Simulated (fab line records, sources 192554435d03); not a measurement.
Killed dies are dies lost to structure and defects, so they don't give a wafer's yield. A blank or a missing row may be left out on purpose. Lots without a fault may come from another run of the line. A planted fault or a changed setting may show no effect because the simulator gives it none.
fab line records | flow n5_finfet
record lots=5 wafers=15 last_day=16
route steps=1938 shown BEOL_M4@1073
lots that met no fault: from a run of the same line without faults
start_h: hours from the record's first day to the start of the lot's first wafer shown | wait_h: hours since the lot's step before | " the same as in the row above | L1.1+2: a row that stands for several wafers | - no value, or no start given | * or withheld: withheld | < > ~ a bound
route shown NAME@n: a module of which the file shows steps, and the number in the route of the first | usual: mean/standard deviation of fault-free wafers | same: alike in all rows | chamber/n: place in a boat | sites: the reading at each site | _std_site: their standard deviation | _edge_site: outer sites' mean less inner sites' | radius_mm: how far each site lies from the wafer's centre | mask NAME#n: copy n | behind: the tool/chamber that last shaped the wafer | hold: why the lot was held/for how many hours/how that ended | device: the transistor (n, p or np) that didn't switch | end of line: the same wafers' tests at the end of the route | a step without rows: its recipe alone | killed: dies lost to structure and defects at the first sort, not the wafer's yield | map: a wafer's dies, x killed, . not, _ none there
set.NAME: the setting as run; set.NAME@STEP: as run at that earlier step | model.NAME: the simulator's own value behind a step, which no gauge read
lots at some steps of the route; a table a step, a row a wafer
services: from which hour (start_h, from the record's first day; less than 0 if before it) a tool's chamber was out of use, for how many hours, and why
## steps
# step N5_BEOL_M4_OCD_MEAS_38
# usual trench_depth_nm=55.3/0.91
# columns lot.wafer tool chamber start_h wait_h trench_depth_nm
L076.3 ocd-01 - 171.33 - 55.2
L076.5 " - " " 55.2
L076.6 " - " " 54.9
L083.1 ocd-02 - 219.40 - 55.4
L083.3 " - " " 55.2
L083.4 " - " " 55.4
L089.3 ocd-02 - 257.05 - 54.1
L089.4 " - " " 53.3
L089.6 " - " " 53.9
L088.1 ocd-02 - 257.42 - 54.1
L088.4 " - " " 55.4
L088.6 " - " " 54.3
L093.2 ocd-02 - 276.21 - 55.6
L093.4 " - " " 54.4
L093.5 " - " " 56.0
# step N5_BEOL_M4_HM_STRIP_39
# recipe chemistry=peroxide_tin_strip material=TiN target_depth_a=250 temp_c=50 time_s=158
# same time_s=158
# columns lot.wafer tool chamber start_h wait_h
L076.3+5+6 wet_bench-03 4,3,0 171.36 0.0
L083.1+3+4 wet_bench-01 6,5,2 219.43 0.0
L089.3+4+6 wet_bench-05 6,3,2 257.08 0.0
L088.1+4+6 wet_bench-03 4,6,0 257.45 0.0
L093.2+4+5 wet_bench-03 4,1,3 276.24 0.0
# step N5_BEOL_M4_SRD_40
# recipe time_s=30 temp_c=23 rinse_liquid=diw dry=ipa_marangoni
# same time_s=30
# columns lot.wafer tool chamber start_h wait_h
L076.3+5+6 wet_bench-03 4,3,0 171.41 0.0
L083.1+3+4 wet_bench-01 6,5,2 219.48 0.0
L089.3+4+6 wet_bench-05 6,3,2 257.13 0.0
L088.1+4+6 wet_bench-03 4,6,0 257.50 0.0
L093.2+4+5 wet_bench-03 4,1,3 276.28 0.0
# step N5_BEOL_M4_PRECLEAN_42
# recipe chemistry=residue_remover time_s=60 temp_c=40
# same time_s=60
# columns lot.wafer tool chamber start_h wait_h
L076.3+5+6 wet_bench-03 4,3,0 171.42 0.0
L083.1+3+4 wet_bench-01 6,5,2 219.49 0.0
L089.3+4+6 wet_bench-05 6,3,2 257.15 0.0
L088.1+4+6 wet_bench-03 4,6,0 257.51 0.0
L093.2+4+5 wet_bench-03 4,1,3 276.30 0.0
# step N5_BEOL_M4_SRD_43
# recipe time_s=30 temp_c=23 rinse_liquid=diw dry=ipa_marangoni
# same time_s=30
# columns lot.wafer tool chamber start_h wait_h
L076.3+5+6 wet_bench-03 4,3,0 171.44 0.0
L083.1+3+4 wet_bench-01 6,5,2 219.51 0.0
L089.3+4+6 wet_bench-05 6,3,2 257.16 0.0
L088.1+4+6 wet_bench-03 4,6,0 257.53 0.0
L093.2+4+5 wet_bench-03 4,1,3 276.32 0.0
# step N5_BEOL_M4_CD_MEAS_35
# recipe target_cd_nm=18 target_cd_y_nm=22.4 polarity=opening
# usual cd_nm=17.94/0.27
# columns lot.wafer tool chamber start_h wait_h cd_nm
L076.3 cd_sem-01 - 171.48 0.0 18.33
L076.5 " - " " 18.33
L076.6 " - " " 17.67
L083.1 cd_sem-03 - 219.55 0.0 18.48
L083.3 " - " " 18.24
L083.4 " - " " 17.66
L089.3 cd_sem-02 - 257.21 0.0 18.01
L089.4 " - " " 18.02
L089.6 " - " " 17.69
L088.1 cd_sem-03 - 257.57 0.0 17.89
L088.4 " - " " 17.88
L088.6 " - " " 17.89
L093.2 cd_sem-03 - 276.36 0.0 18.29
L093.4 " - " " 17.93
L093.5 " - " " 17.99
# step N5_BEOL_M4_DEGAS_44
# recipe ambient=vacuum temp_c=250 time_s=60
# usual heater_power_w=333/34
# same time_s=60
# columns lot.wafer tool chamber start_h wait_h heater_power_w
L076.3 pvd_sputter-03 - 171.97 0.5 331
L076.5 " - " " 360
L076.6 " - " " 338
L083.1 pvd_sputter-01 - 219.82 0.3 342
L083.3 " - " " 400
L083.4 " - " " 343
L089.3 pvd_sputter-02 - 257.62 0.4 288
L089.4 " - " " 371
L089.6 " - " " 292
L088.1 pvd_sputter-01 - 257.85 0.3 332
L088.4 " - " " 317
L088.6 " - " " 339
L093.2 pvd_sputter-02 - 276.64 0.3 311
L093.4 " - " " 363
L093.5 " - " " 310
# step N5_BEOL_M4_PRE_CLEAN_45
# recipe gas=H2/He time_s=30 temp_c=250
# usual heater_power_w=332/34
# same time_s=30
# columns lot.wafer tool chamber start_h wait_h heater_power_w
L076.3 pvd_sputter-03 - 172.01 0.0 331
L076.5 " - " " 356
L076.6 " - " " 342
L083.1 pvd_sputter-01 - 219.86 0.0 347
L083.3 " - " " 400
L083.4 " - " " 329
L089.3 pvd_sputter-02 - 257.66 0.0 296
L089.4 " - " " 378
L089.6 " - " " 295
L088.1 pvd_sputter-01 - 257.89 0.0 338
L088.4 " - " " 312
L088.6 " - " " 344
L093.2 pvd_sputter-02 - 276.68 0.0 310
L093.4 " - " " 357
L093.5 " - " " 314
# step N5_BEOL_M4_ALD_84
# recipe material=TaN target_thk_a=* temp_c=275 ald_precursor_family=PDMAT ald_co_reactant=NH3 pressure_torr=3 carrier_flow_sccm=1500 pulse_time_s=2 purge_time_s=3 co_reactant_purge_time_s=2 co_reactant_pulse_time_s=3 ald_cycles=30 precursor_vessel_temp_c=75 precursor_vessel_pressure_torr=26.25 precursor_vessel_carrier_sccm=1000
# usual chamber_pressure_Torr=3.000/0.0066 heater_power_w=437/32
# columns lot.wafer tool chamber start_h wait_h chamber_pressure_Torr heater_power_w
L076.3 ald_metal-02 1 172.07 0.0 2.993 389
L076.5 " 3 " " 2.998 437
L076.6 " 2 " " 2.988 450
L083.1 ald_metal-03 2 219.95 0.1 3.011 448
L083.3 " 3 " " 3.005 387
L083.4 " 1 " " 2.995 485
L089.3 ald_metal-02 3 257.72 0.0 3.008 438
L089.4 " 2 " " 2.994 461
L089.6 " 3 " " 3.001 442
L088.1 ald_metal-03 1 257.96 0.0 3.004 484
L088.4 " 3 " " 3.002 386
L088.6 " 2 " " 2.990 456
L093.2 ald_metal-03 2 276.78 0.1 2.991 451
L093.4 " 3 " " 2.992 387
L093.5 " 3 " " 3.004 391
# step N5_BEOL_M4_SURFACE_TREAT_85
# recipe gas=Ar time_s=* ion_energy_ev=* ion_current_ma_cm2=0.5 pressure_mtorr=* ar_flow_sccm=30
# usual throttle_valve_pct=*
# same time_s=*
# columns lot.wafer tool chamber start_h wait_h throttle_valve_pct
L076.3 pvd_sputter-03 - 172.41 0.2 *
L076.5 " - " " *
L076.6 " - " " *
L083.1 pvd_sputter-01 - 220.54 0.5 *
L083.3 " - " " *
L083.4 " - " " *
L089.3 pvd_sputter-01 - 258.01 0.2 *
L089.4 " - " " *
L089.6 " - " " *
L088.1 pvd_sputter-02 - 258.22 0.2 *
L088.4 " - " " *
L088.6 " - " " *
L093.2 pvd_sputter-01 - 277.07 0.2 *
L093.4 " - " " *
L093.5 " - " " *
# step N5_BEOL_M4_CVD_47
# recipe material=Co target_thk_a=30 temp_c=withheld precursor=CCTBA/H2 pressure_torr=30 time_s=223.8
# usual chamber_pressure_Torr=30.01/0.07
# same time_s=223.8
# columns lot.wafer tool chamber start_h wait_h chamber_pressure_Torr
L076.3 cvd_co-01 2 172.49 0.1 29.77
L076.5 " 0 " " 29.97
L076.6 " 2 " " 29.88
L083.1 cvd_co-02 2 220.83 0.3 30.12
L083.3 " 0 " " 30.08
L083.4 " 1 " " 29.77
L089.3 cvd_co-02 1 258.13 0.1 29.91
L089.4 " 2 " " 29.97
L089.6 " 1 " " 30.03
L088.1 cvd_co-01 2 258.29 0.1 29.86
L088.4 " 0 " " 30.03
L088.6 " 1 " " 30.14
L093.2 cvd_co-02 2 277.36 0.3 29.95
L093.4 " 2 " " 30.08
L093.5 " 1 " " 30.00
# step N5_BEOL_M4_SPUTTER_48
# recipe material=Cu target_thk_a=45 temp_c=-20 chamber_pressure_pa=0.07 power_w=withheld time_s=8.29
# usual throttle_valve_pct=29.7/1
# same time_s=8.29
# columns lot.wafer tool chamber start_h wait_h throttle_valve_pct
L076.3 pvd_sputter-01 - 172.73 0.2 28.8
L076.5 " - " " 28.7
L076.6 " - " " 30.5
L083.1 pvd_sputter-03 - 221.38 0.5 28.7
L083.3 " - " " 31.4
L083.4 " - " " 31.2
L089.3 pvd_sputter-02 - 258.38 0.2 29.9
L089.4 " - " " 27.7
L089.6 " - " " 30.7
L088.1 pvd_sputter-01 - 258.49 0.1 28.6
L088.4 " - " " 29.1
L088.6 " - " " 28.5
L093.2 pvd_sputter-01 - 279.66 2.2 28.6
L093.4 " - " " 30.4
L093.5 " - " " 29.0
# step N5_BEOL_M4_ANNEAL_49
# recipe temp_c=400 time_s=240 ambient=vacuum
# usual heater_power_w=835/85
# same time_s=240
# columns lot.wafer tool chamber start_h wait_h heater_power_w
L076.3 pvd_sputter-01 - 172.81 0.0 816
L076.5 " - " " 805
L076.6 " - " " 991
L083.1 pvd_sputter-03 - 221.46 0.0 858
L083.3 " - " " 892
L083.4 " - " " 675
L089.3 pvd_sputter-02 - 258.46 0.0 910
L089.4 " - " " 796
L089.6 " - " " 736
L088.1 pvd_sputter-01 - 258.57 0.0 794
L088.4 " - " " 862
L088.6 " - " " 796
L093.2 pvd_sputter-01 - 279.74 0.0 832
L093.4 " - " " 1009
L093.5 " - " " 854
# step N5_BEOL_M4_SPUTTER_79
# recipe material=Cu target_thk_a=45 temp_c=-20 chamber_pressure_pa=0.07 power_w=withheld time_s=8.29
# usual throttle_valve_pct=29.8/1
# same time_s=8.29
# columns lot.wafer tool chamber start_h wait_h throttle_valve_pct
L076.3 pvd_sputter-01 - 172.95 0.1 28.5
L076.5 " - " " 28.7
L076.6 " - " " 30.3
L083.1 pvd_sputter-03 - 221.60 0.1 28.8
L083.3 " - " " 31.4
L083.4 " - " " 30.7
L089.3 pvd_sputter-02 - 258.60 0.1 29.8
L089.4 " - " " 27.9
L089.6 " - " " 30.6
L088.1 pvd_sputter-01 - 258.71 0.1 28.9
L088.4 " - " " 29.2
L088.6 " - " " 28.7
L093.2 pvd_sputter-01 - 279.88 0.1 28.8
L093.4 " - " " 30.4
L093.5 " - " " 29.1
# step N5_BEOL_M4_ANNEAL_80
# recipe temp_c=400 time_s=240 ambient=vacuum
# usual heater_power_w=834/86
# same time_s=240
# columns lot.wafer tool chamber start_h wait_h heater_power_w
L076.3 pvd_sputter-01 - 173.03 0.0 789
L076.5 " - " " 818
L076.6 " - " " 987
L083.1 pvd_sputter-03 - 221.68 0.0 819
L083.3 " - " " 901
L083.4 " - " " 671
L089.3 pvd_sputter-02 - 258.68 0.0 915
L089.4 " - " " 780
L089.6 " - " " 719
L088.1 pvd_sputter-01 - 258.79 0.0 788
L088.4 " - " " 874
L088.6 " - " " 825
L093.2 pvd_sputter-01 - 279.96 0.0 798
L093.4 " - " " 1001
L093.5 " - " " 856
# step N5_BEOL_M4_SPUTTER_81
# recipe material=Cu target_thk_a=45 temp_c=-20 chamber_pressure_pa=0.07 power_w=withheld time_s=8.29
# usual throttle_valve_pct=29.7/1
# same time_s=8.29
# columns lot.wafer tool chamber start_h wait_h throttle_valve_pct
L076.3 pvd_sputter-01 - 173.17 0.1 29.0
L076.5 " - " " 29.0
L076.6 " - " " 30.4
L083.1 pvd_sputter-03 - 221.82 0.1 28.8
L083.3 " - " " 31.3
L083.4 " - " " 30.8
L089.3 pvd_sputter-02 - 258.82 0.1 29.6
L089.4 " - " " 27.9
L089.6 " - " " 30.8
L088.1 pvd_sputter-01 - 258.93 0.1 28.3
L088.4 " - " " 29.0
L088.6 " - " " 28.7
L093.2 pvd_sputter-01 - 280.10 0.1 28.4
L093.4 " - " " 30.2
L093.5 " - " " 28.8
# step N5_BEOL_M4_ANNEAL_82
# recipe temp_c=400 time_s=240 ambient=vacuum
# usual heater_power_w=837/86
# same time_s=240
# columns lot.wafer tool chamber start_h wait_h heater_power_w
L076.3 pvd_sputter-01 - 173.25 0.0 815
L076.5 " - " " 804
L076.6 " - " " 988
L083.1 pvd_sputter-03 - 221.90 0.0 846
L083.3 " - " " 881
L083.4 " - " " 699
L089.3 pvd_sputter-02 - 258.90 0.0 948
L089.4 " - " " 784
L089.6 " - " " 755
L088.1 pvd_sputter-01 - 259.01 0.0 796
L088.4 " - " " 872
L088.6 " - " " 801
L093.2 pvd_sputter-01 - 280.18 0.0 796
L093.4 " - " " 994
L093.5 " - " " 839
# step N5_BEOL_M4_SPUTTER_86
# recipe material=Cu target_thk_a=45 temp_c=-20 chamber_pressure_pa=0.07 power_w=withheld time_s=8.29
# usual throttle_valve_pct=29.7/1
# same time_s=8.29
# columns lot.wafer tool chamber start_h wait_h throttle_valve_pct
L076.3 pvd_sputter-01 - 173.39 0.1 28.9
L076.5 " - " " 28.6
L076.6 " - " " 30.2
L083.1 pvd_sputter-03 - 222.04 0.1 28.9
L083.3 " - " " 31.5
L083.4 " - " " 30.8
L089.3 pvd_sputter-02 - 259.04 0.1 29.5
L089.4 " - " " 27.8
L089.6 " - " " 30.5
L088.1 pvd_sputter-01 - 259.15 0.1 28.9
L088.4 " - " " 29.0
L088.6 " - " " 28.7
L093.2 pvd_sputter-01 - 280.32 0.1 28.4
L093.4 " - " " 30.3
L093.5 " - " " 29.4
# step N5_BEOL_M4_ANNEAL_87
# recipe temp_c=400 time_s=240 ambient=vacuum
# usual heater_power_w=836/86
# same time_s=240
# columns lot.wafer tool chamber start_h wait_h heater_power_w
L076.3 pvd_sputter-01 - 173.47 0.0 801
L076.5 " - " " 793
L076.6 " - " " 1029
L083.1 pvd_sputter-03 - 222.12 0.0 816
L083.3 " - " " 915
L083.4 " - " " 686
L089.3 pvd_sputter-02 - 259.12 0.0 916
L089.4 " - " " 773
L089.6 " - " " 740
L088.1 pvd_sputter-01 - 259.23 0.0 809
L088.4 " - " " 863
L088.6 " - " " 787
L093.2 pvd_sputter-01 - 280.40 0.0 790
L093.4 " - " " 1005
L093.5 " - " " 855
# step N5_BEOL_M4_SPUTTER_88
# recipe material=Cu target_thk_a=45 temp_c=-20 chamber_pressure_pa=0.07 power_w=withheld time_s=8.29
# usual throttle_valve_pct=29.8/1
# same time_s=8.29
# columns lot.wafer tool chamber start_h wait_h throttle_valve_pct
L076.3 pvd_sputter-01 - 173.61 0.1 28.7
L076.5 " - " " 28.8
L076.6 " - " " 30.4
L083.1 pvd_sputter-03 - 222.26 0.1 28.7
L083.3 " - " " 31.2
L083.4 " - " " 30.8
L089.3 pvd_sputter-02 - 259.26 0.1 30.0
L089.4 " - " " 27.6
L089.6 " - " " 30.5
L088.1 pvd_sputter-01 - 259.37 0.1 28.9
L088.4 " - " " 28.8
L088.6 " - " " 28.7
L093.2 pvd_sputter-01 - 280.54 0.1 28.6
L093.4 " - " " 30.5
L093.5 " - " " 29.3
# step N5_BEOL_M4_ANNEAL_89
# recipe temp_c=400 time_s=240 ambient=vacuum
# usual heater_power_w=836/87
# same time_s=240
# columns lot.wafer tool chamber start_h wait_h heater_power_w
L076.3 pvd_sputter-01 - 173.69 0.0 799
L076.5 " - " " 785
L076.6 " - " " 999
L083.1 pvd_sputter-03 - 222.34 0.0 818
L083.3 " - " " 908
L083.4 " - " " 674
L089.3 pvd_sputter-02 - 259.34 0.0 885
L089.4 " - " " 771
L089.6 " - " " 724
L088.1 pvd_sputter-01 - 259.45 0.0 792
L088.4 " - " " 867
L088.6 " - " " 787
L093.2 pvd_sputter-01 - 280.62 0.0 773
L093.4 " - " " 996
L093.5 " - " " 863
# step N5_BEOL_M4_SPUTTER_90
# recipe material=Cu target_thk_a=45 temp_c=-20 chamber_pressure_pa=0.07 power_w=withheld time_s=8.29
# usual throttle_valve_pct=29.7/1
# same time_s=8.29
# columns lot.wafer tool chamber start_h wait_h throttle_valve_pct
L076.3 pvd_sputter-01 - 173.83 0.1 28.5
L076.5 " - " " 28.4
L076.6 " - " " 30.4
L083.1 pvd_sputter-03 - 222.48 0.1 28.8
L083.3 " - " " 31.5
L083.4 " - " " 31.0
L089.3 pvd_sputter-02 - 259.48 0.1 29.8
L089.4 " - " " 27.6
L089.6 " - " " 30.6
L088.1 pvd_sputter-01 - 259.59 0.1 28.7
L088.4 " - " " 29.0
L088.6 " - " " 28.9
L093.2 pvd_sputter-01 - 280.76 0.1 28.7
L093.4 " - " " 30.5
L093.5 " - " " 29.1
# step N5_BEOL_M4_ANNEAL_91
# recipe temp_c=400 time_s=240 ambient=vacuum
# usual heater_power_w=835/85
# same time_s=240
# columns lot.wafer tool chamber start_h wait_h heater_power_w
L076.3 pvd_sputter-01 - 173.91 0.0 809
L076.5 " - " " 791
L076.6 " - " " 969
L083.1 pvd_sputter-03 - 222.56 0.0 844
L083.3 " - " " 877
L083.4 " - " " 659
L089.3 pvd_sputter-02 - 259.56 0.0 932
L089.4 " - " " 776
L089.6 " - " " 756
L088.1 pvd_sputter-01 - 259.67 0.0 798
L088.4 " - " " 863
L088.6 " - " " 807
L093.2 pvd_sputter-01 - 280.84 0.0 819
L093.4 " - " " 1016
L093.5 " - " " 865
# step N5_BEOL_M4_SPUTTER_92
# recipe material=Cu target_thk_a=45 temp_c=-20 chamber_pressure_pa=0.07 power_w=withheld time_s=8.29
# usual throttle_valve_pct=29.7/1
# same time_s=8.29
# columns lot.wafer tool chamber start_h wait_h throttle_valve_pct
L076.3 pvd_sputter-01 - 174.05 0.1 28.8
L076.5 " - " " 28.7
L076.6 " - " " 30.6
L083.1 pvd_sputter-03 - 222.70 0.1 28.7
L083.3 " - " " 31.4
L083.4 " - " " 31.0
L089.3 pvd_sputter-02 - 259.70 0.1 29.9
L089.4 " - " " 27.8
L089.6 " - " " 30.6
L088.1 pvd_sputter-01 - 259.81 0.1 28.7
L088.4 " - " " 28.9
L088.6 " - " " 28.5
L093.2 pvd_sputter-01 - 280.98 0.1 28.9
L093.4 " - " " 30.3
L093.5 " - " " 29.2
# step N5_BEOL_M4_ANNEAL_93
# recipe temp_c=400 time_s=240 ambient=vacuum
# usual heater_power_w=836/86
# same time_s=240
# columns lot.wafer tool chamber start_h wait_h heater_power_w
L076.3 pvd_sputter-01 - 174.13 0.0 787
L076.5 " - " " 828
L076.6 " - " " 967
L083.1 pvd_sputter-03 - 222.78 0.0 822
L083.3 " - " " 915
L083.4 " - " " 659
L089.3 pvd_sputter-02 - 259.78 0.0 952
L089.4 " - " " 781
L089.6 " - " " 753
L088.1 pvd_sputter-01 - 259.89 0.0 794
L088.4 " - " " 873
L088.6 " - " " 816
L093.2 pvd_sputter-01 - 281.06 0.0 795
L093.4 " - " " 1002
L093.5 " - " " 857
# step N5_BEOL_M4_SPUTTER_94
# recipe material=Cu target_thk_a=45 temp_c=-20 chamber_pressure_pa=0.07 power_w=withheld time_s=8.29
# usual throttle_valve_pct=29.7/0.99
# same time_s=8.29
# columns lot.wafer tool chamber start_h wait_h throttle_valve_pct
L076.3 pvd_sputter-01 - 174.27 0.1 28.6
L076.5 " - " " 28.5
L076.6 " - " " 30.6
L083.1 pvd_sputter-03 - 222.92 0.1 28.7
L083.3 " - " " 31.4
L083.4 " - " " 30.9
L089.3 pvd_sputter-02 - 259.92 0.1 30.0
L089.4 " - " " 27.7
L089.6 " - " " 30.5
L088.1 pvd_sputter-01 - 260.03 0.1 28.8
L088.4 " - " " 29.1
L088.6 " - " " 28.6
L093.2 pvd_sputter-01 - 281.20 0.1 28.7
L093.4 " - " " 30.5
L093.5 " - " " 29.0
# step N5_BEOL_M4_ANNEAL_95
# recipe temp_c=400 time_s=240 ambient=vacuum
# usual heater_power_w=835/86
# same time_s=240
# columns lot.wafer tool chamber start_h wait_h heater_power_w
L076.3 pvd_sputter-01 - 174.35 0.0 810
L076.5 " - " " 791
L076.6 " - " " 1001
L083.1 pvd_sputter-03 - 223.00 0.0 839
L083.3 " - " " 901
L083.4 " - " " 674
L089.3 pvd_sputter-02 - 260.00 0.0 923
L089.4 " - " " 777
L089.6 " - " " 725
L088.1 pvd_sputter-01 - 260.11 0.0 780
L088.4 " - " " 852
L088.6 " - " " 810
L093.2 pvd_sputter-01 - 281.28 0.0 797
L093.4 " - " " 976
L093.5 " - " " 841
# step N5_BEOL_M4_SPUTTER_96
# recipe material=Cu target_thk_a=45 temp_c=-20 chamber_pressure_pa=0.07 power_w=withheld time_s=8.29
# usual throttle_valve_pct=29.7/1
# same time_s=8.29
# columns lot.wafer tool chamber start_h wait_h throttle_valve_pct
L076.3 pvd_sputter-01 - 174.49 0.1 28.6
L076.5 " - " " 28.7
L076.6 " - " " 30.2
L083.1 pvd_sputter-03 - 223.14 0.1 28.6
L083.3 " - " " 31.2
L083.4 " - " " 31.0
L089.3 pvd_sputter-02 - 260.14 0.1 29.7
L089.4 " - " " 27.8
L089.6 " - " " 30.5
L088.1 pvd_sputter-01 - 260.25 0.1 28.8
L088.4 " - " " 29.1
L088.6 " - " " 28.6
L093.2 pvd_sputter-01 - 281.42 0.1 28.8
L093.4 " - " " 30.2
L093.5 " - " " 28.8
# step N5_BEOL_M4_ECD_50
# recipe material=Cu target_thk_a=3000
# columns lot.wafer tool chamber start_h wait_h
L076.3+5+6 ecd_cu-02 0,1,0 174.63 0.1
L083.1+3+4 ecd_cu-01 0,0,1 223.25 0.1
L089.3+4+6 ecd_cu-02 1,0,1 260.27 0.1
L088.1+4+6 ecd_cu-01 0,1,0 260.37 0.1
L093.2+4+5 ecd_cu-02 0 281.54 0.1
# step N5_BEOL_M4_ANNEAL_51
# recipe temp_c=225 time_s=90 ambient=N2
# usual wafer_temp_C_max=226.1/0.36
# same time_s=90
# columns lot.wafer tool chamber start_h wait_h wafer_temp_C_max
L076.3 rtp_anneal-02 0 174.78 0.1 226.0
L076.5 " 0 " " 226.2
L076.6 " 0 " " 225.7
L083.1 rtp_anneal-01 0 223.33 0.1 226.9
L083.3 " 0 " " 226.0
L083.4 " 0 " " 226.3
L089.3 rtp_anneal-01 0 260.42 0.1 226.6
L089.4 " 0 " " 226.3
L089.6 " 0 " " 226.4
L088.1 rtp_anneal-02 0 260.45 0.1 225.7
L088.4 " 0 " " 225.6
L088.6 " 0 " " 225.5
L093.2 rtp_anneal-01 0 281.67 0.1 226.2
L093.4 " 0 " " 226.2
L093.5 " 0 " " 226.3
# step N5_BEOL_M4_CMP_52
# recipe stop_on=SiOC t_overpolish_s=6.8 down_force_psi=1 platen_rpm=50 clearing_platen_down_force_psi=1.5 clearing_platen_rpm=50 post_cmp_clean=cu_alkaline target_thk_nm=40 clearing_platen_pad_velocity_m_s=0.99484 pad_velocity_m_s=0.99484
# usual barrier_field_endpoint_s=24.6/0.55 clearing_platen_down_force_psi=1.500/0.0032 motor_current_A=6.2/0.5 overpolish_run_s=6.799/0.0095 time_to_endpoint_s=62.0/2.3
# columns lot.wafer tool chamber start_h wait_h barrier_field_endpoint_s clearing_platen_down_force_psi motor_current_A overpolish_run_s time_to_endpoint_s
L076.3 cmp-03 1 175.03 0.2 24.5 1.504 5.3 6.815 62.7
L076.6 " 0 " " 24.7 1.504 5.4 6.797 60.2
L076.5 " 1 " " 24.8 1.502 5.1 6.814 64.9
L083.4 cmp-04 3 223.67 0.2 24.6 1.495 6.0 6.797 62.0
L083.3 " 0 " " 23.6 1.503 6.2 6.818 57.8
L083.1 " 1 " " 24.7 1.497 5.8 6.792 61.8
L089.3 cmp-01 0 260.71 0.2 24.8 1.498 6.3 6.804 64.8
L089.4 " 1 " " 25.2 1.495 6.5 6.800 62.3
L089.6 " 2 " " 25.3 1.502 6.9 6.792 64.2
L088.1 cmp-03 0 260.80 0.3 25.0 1.504 6.0 6.805 65.3
L088.4 " 2 " " 24.6 1.499 6.6 6.806 63.4
L088.6 " 0 " " 24.3 1.503 6.2 6.799 64.1
L093.2 cmp-01 1 281.96 0.2 24.9 1.506 6.6 6.799 65.0
L093.4 " 3 " " 24.5 1.498 6.7 6.793 63.6
L093.5 " 0 " " 24.3 1.495 6.4 6.786 64.3
# step N5_BEOL_M4_THK_MEAS_53
# recipe thk_meas_gauge=xrf reads=Cu_of_BEOL_M4_ECD_50
# usual M4_THK=39.9/1.4
# columns lot.wafer tool chamber start_h wait_h M4_THK[nm]
L076.3 film_metro-02 - 175.29 - 40.8
L076.5 " - " " 41.2
L076.6 " - " " 39.4
L083.1 film_metro-01 - 223.92 - 40.5
L083.3 " - " " 40.7
L083.4 " - " " 40.0
L089.3 film_metro-01 - 260.93 - 37.9
L089.4 " - " " 36.6
L089.6 " - " " 37.7
L088.1 film_metro-01 - 261.10 - 38.6
L088.4 " - " " 40.5
L088.6 " - " " 39.0
L093.2 film_metro-02 - 282.22 - 38.7
L093.4 " - " " 38.2
L093.5 " - " " 40.4
# step N5_BEOL_M4_PRE_CLEAN_60
# recipe gas=NH3/H2 time_s=15 temp_c=* rf_power_w=300
# usual heater_power_w=84/11
# same time_s=15
# columns lot.wafer tool chamber start_h wait_h heater_power_w
L076.3 cvd_co-02 2 175.33 0.0 92
L076.5 " 2 " " 92
L076.6 " 0 " " 87
L083.1 cvd_co-02 2 223.96 0.0 94
L083.3 " 0 " " 88
L083.4 " 2 " " 90
L089.3 cvd_co-02 0 260.96 0.0 88
L089.4 " 1 " " 71
L089.6 " 0 " " 87
L088.1 cvd_co-02 1 261.14 0.0 71
L088.4 " 2 " " 95
L088.6 " 1 " " 72
L093.2 cvd_co-01 1 282.30 0.1 64
L093.4 " 0 " " 93
L093.5 " 2 " " 95
# step N5_BEOL_M4_CO_CAP_55
# recipe material=Co target_thk_a=20 temp_c=200 precursor=CCTBA/H2 pressure_torr=30 time_s=102.1
# usual chamber_pressure_Torr=30.01/0.068 heater_power_w=235/14
# same time_s=102.1
# columns lot.wafer tool chamber start_h wait_h chamber_pressure_Torr heater_power_w
L076.3 cvd_co-02 2 175.37 0.0 30.00 243
L076.5 " 2 " " 29.91 249
L076.6 " 0 " " 29.89 246
L083.1 cvd_co-02 2 224.00 0.0 30.05 243
L083.3 " 0 " " 30.07 247
L083.4 " 2 " " 30.07 241
L089.3 cvd_co-02 0 261.00 0.0 30.03 238
L089.4 " 1 " " 29.91 219
L089.6 " 0 " " 30.08 244
L088.1 cvd_co-02 1 261.18 0.0 29.98 217
L088.4 " 2 " " 30.04 248
L088.6 " 1 " " 29.90 219
L093.2 cvd_co-01 1 282.34 0.0 30.07 213
L093.4 " 0 " " 29.93 246
L093.5 " 2 " " 30.08 244
# step N5_BEOL_M4_PRE_CLEAN_56
# recipe gas=NH3 time_s=15 temp_c=withheld rf_power_w=300
# same time_s=15
# columns lot.wafer tool chamber start_h wait_h
L076.3+5+6 pecvd-04 2,2,1 175.46 0.1
L083.1+3+4 pecvd-04 0,2,0 224.09 0.1
L089.3+4+6 pecvd-02 1,2,0 261.09 0.1
L088.1+4+6 pecvd-04 2,2,0 261.27 0.1
L093.2+4+5 pecvd-04 1,1,0 282.43 0.1
# step N5_BEOL_M4_DEP_57
# recipe material=SiCN target_thk_a=80 temp_c=withheld precursor=3MS/NH3 pressure_torr=3 rf_w=202 time_s=14
# usual chamber_pressure_Torr=3.000/0.0059 showerhead_plenum_p_Torr=3.663/0.0097 throttle_valve_pct=9.3/0.49
# same time_s=14
# columns lot.wafer tool chamber start_h wait_h chamber_pressure_Torr showerhead_plenum_p_Torr throttle_valve_pct
L076.3 pecvd-04 2 175.48 0.0 2.990 3.673 8.4
L076.5 " 2 " " 2.996 3.665 8.4
L076.6 " 1 " " 3.013 3.643 9.5
L083.1 pecvd-04 0 224.12 0.0 2.999 3.677 9.5
L083.3 " 2 " " 3.002 3.672 8.5
L083.4 " 0 " " 3.000 3.663 9.4
L089.3 pecvd-02 1 261.12 0.0 3.004 3.649 8.7
L089.4 " 2 " " 3.006 3.669 8.6
L089.6 " 0 " " 3.002 3.668 9.2
L088.1 pecvd-04 2 261.29 0.0 3.000 3.673 8.5
L088.4 " 2 " " 3.000 3.674 8.7
L088.6 " 0 " " 2.991 3.665 9.6
L093.2 pecvd-04 1 282.47 0.0 3.003 3.640 9.6
L093.4 " 1 " " 2.998 3.656 9.2
L093.5 " 0 " " 3.002 3.668 9.1
## services
# columns tool chamber start_h hours kind
cvd_co-02 1 147.47 14.9 repair
wet_bench-05 - 148.14 1.9 pm
wet_bench-01 - 148.17 3.1 repair
cmp-01 - 159.35 8.3 repair
wet_bench-05 - 165.64 5.0 repair
ecd_cu-02 - 181.93 0.6 repair
ecd_cu-01 - 183.87 5.6 repair
cmp-01 - 189.30 1.0 repair
pecvd-02 - 201.61 23.4 repair
ald_metal-03 - 206.09 6.0 pm
ecd_cu-02 - 209.80 3.8 repair
cmp-03 - 211.96 4.0 pm
pvd_sputter-02 - 222.72 1.7 repair
cmp-04 - 225.68 4.9 pm
cvd_co-02 - 226.67 6.9 pm
ecd_cu-01 - 238.54 2.6 repair
cmp-03 - 239.57 5.5 pm
cmp-01 - 245.32 0.2 repair
cmp-03 - 250.58 1.7 repair
ald_metal-03 3 251.50 3.4 repair
pecvd-02 - 256.26 0.7 repair
cmp-04 - 259.95 2.7 repair
cvd_co-01 1 260.99 2.6 repair
cmp-04 - 269.19 4.0 pm
## key
fault none
